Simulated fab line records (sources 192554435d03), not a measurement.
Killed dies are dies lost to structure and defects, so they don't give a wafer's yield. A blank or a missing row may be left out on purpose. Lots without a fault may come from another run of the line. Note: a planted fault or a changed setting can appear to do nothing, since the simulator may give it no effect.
Split-lot experiment ; flow n5Finfet ; 21 wafers read from 7 lots, route of 1938 steps

== ABOUT THE SPLIT ==
At N5_BEOL_M13_ETCH_68 (etches SOC in N2/H2, time 355 s), the setting timeS was moved away from the recipe's 355 s on 4 of the 21 wafers read, by -19.9% to +11.2%. The other wafers ran this setting at the recipe's value.

The reading comes from the split's own step.

== THE READING ==
SiARC_of_BEOL_M13_COAT_66.thkNm (the simulator's own value, which no gauge read), in nm, at N5_BEOL_M13_ETCH_68 (etches SOC in N2/H2, time 355 s). The file gives no usual value for it. The 17 wafers here that ran the recipe average 77.4 nm, standard deviation 0.23 nm.

wafer;tool, chamber at the split;timeS as run, s;against the recipe;SiARC_of_BEOL_M13_COAT_66.thkNm, nm;against lot-mates on the recipe
L081.1;rieDiel-02, 3;333.8;-6.0%;80.6;+2.8
L081.2;rieDiel-02, 1;333.8;-6.0%;79.6;+1.8
L081.3;rieDiel-02, 0;355;recipe;77.8;-
L084.2;rieDiel-01, 2,1;355;recipe;77;-
L084.3;rieDiel-01, 2,1;355;recipe;77;-
L084.6;rieDiel-01, 0;355;recipe;77.6;-
L082.2;rieDiel-01, 1,0,3;355;recipe;77.2;-
L082.4;rieDiel-01, 1,0,3;355;recipe;77.2;-
L082.6;rieDiel-01, 1,0,3;355;recipe;77.2;-
L087.1;rieDiel-02, 2,1;355;recipe;77.6;-
L087.3;rieDiel-02, 2,1;355;recipe;77.6;-
L087.2;rieDiel-02, 0;355;recipe;77.2;-
L090.2;rieDiel-01, 0;355;recipe;77.6;-
L090.3;rieDiel-01, 2;284.5;-19.9%;83.2;+5.7
L090.5;rieDiel-01, 1;355;recipe;77.4;-
L092.2;rieDiel-06, 2;355;recipe;77.4;-
L092.4;rieDiel-06, 2;355;recipe;77.6;-
L092.6;rieDiel-06, 2;355;recipe;77.6;-
L091.2;rieDiel-02, 3;394.9;+11.2%;74.2;-3.1
L091.3;rieDiel-02, 0;355;recipe;77.4;-
L091.6;rieDiel-02, 2;355;recipe;77.2;-
When a row names more than one chamber, that row covers several wafers, and the file does not tell which wafer ran in which chamber.

THE FIT
A straight line over all 21 wafers: SiARC_of_BEOL_M13_COAT_66.thkNm changes by -0.307 nm for each +1% of timeS; r = -0.97; the points scatter about the line by 0.4 nm.
The same after taking each lot's own level away (the mean of its wafers on the recipe; 21 wafers): -0.295 nm for each +1%; r = -0.99; scatter 0.28 nm.
Per that fit: largest timeS move, reading shift of 5.8 nm.
The span of the lots' own levels, 77.20 to 77.80 nm, comes to 2.6 times the standard deviation stated above.
The two slopes are in agreement: the lot-to-lot level therefore moves the slope only a little.
Check: for one of the wafers moved furthest among these (-19.9%), held out of the fit, the line's prediction against its lot-mates is +6.32 nm. Against them it came out at +5.7 nm.

== THESE WAFERS: OTHER SPLITS ==
Before the reading, these wafers also passed through other splits. Each is held against what the fit with the lots' levels taken away leaves over:
other split on the same wafers;wafers away from the commonest value;r with SiARC_of_BEOL_M13_COAT_66.thkNm (lot level and that fit taken away)
N5_BEOL_M12_STRIP_37 h2FlowSccm;3;-0.06
N5_BEOL_M13_PEB_26 pebTimeS;7;+0.21

== THE FILE'S OWN FIT ==
SiARC_of_BEOL_M13_COAT_66.thkNm changes by -0.291 nm for each +1% of timeS, r = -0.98.
